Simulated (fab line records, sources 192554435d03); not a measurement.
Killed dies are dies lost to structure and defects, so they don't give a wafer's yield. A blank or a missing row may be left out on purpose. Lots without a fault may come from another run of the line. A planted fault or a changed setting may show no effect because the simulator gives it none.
Which tool did it? | flow n5_finfet | 11 lots, 33 wafers sampled, at 2 steps of a route of 1938

WHAT THE GAUGES READ, wafer by wafer
N5_FIN_SAQP_CD_MEAS_16: target cd 35.6 nm.
lot  | measured    | on        | cd_nm (nm)
L075 | day 2 04:28 | cd_sem-01 | 35.79 35.58 35.50
L077 | day 2 16:47 | cd_sem-03 | 35.53 35.83 35.41
L080 | day 3 09:41 | cd_sem-01 | 35.36 35.56 35.79
L082 | day 3 22:58 | cd_sem-01 | 35.94 35.39 35.48
L084 | day 4 12:43 | cd_sem-01 | 34.76 34.97 35.29
L086 | day 4 22:37 | cd_sem-02 | 35.13 35.35 35.37
L088 | day 5 11:25 | cd_sem-03 | 35.39 35.49 35.32
L090 | day 5 22:13 | cd_sem-03 | 35.53 34.91 35.16
L092 | day 6 11:41 | cd_sem-03 | 35.80 35.52 34.94
L094 | day 6 21:29 | cd_sem-02 | 35.59 35.14 35.50
L096 | day 7 11:03 | cd_sem-03 | 36.11 35.47 35.62

WHICH TOOL RAN EACH LOT (tool, then ch and the chambers of the sampled wafers, then the start)
lot  | N5_WELL_APT_EPI_41
L075 | epi_rpcvd-02 ch 0, day 1 22:22
L077 | epi_rpcvd-01 ch 0, day 2 09:55
L080 | epi_rpcvd-03 ch 0, day 3 04:25
L082 | epi_rpcvd-01 ch 0, day 3 17:05
L084 | epi_rpcvd-03 ch 0, day 4 04:30
L086 | epi_rpcvd-03 ch 0, day 4 16:19
L088 | epi_rpcvd-03 ch 0, day 5 05:16
L090 | epi_rpcvd-01 ch 0, day 5 17:07
L092 | epi_rpcvd-03 ch 0, day 6 05:59
L094 | epi_rpcvd-02 ch 0, day 6 16:22
L096 | epi_rpcvd-01 ch 0, day 7 04:43
- N5_WELL_APT_EPI_41: deposits Si from SiH4/H2, target thk 50 nm, time 297.7 s.

THE ANSWER, worked out from the rows above alone
Rule: what is usual is taken from the lots themselves. Put in order of their means at a reading, lots are off if they are a third of the lots or fewer, leave a main group of 4 or more, and stand apart from it by a gap of 3 or more times the standard deviation of the main group's means; of several such gaps the widest counts. A main group whose means are all the same, to the digits that the tables above print for the reading, isn't used. A lot without any number at a reading at which 4 lots or more have one is off too. The other lots that the step has rows for count as sound.
No lot is off at any reading shown: from this, nothing can be told.

WHAT THE SIMULATOR HAD PUT IN
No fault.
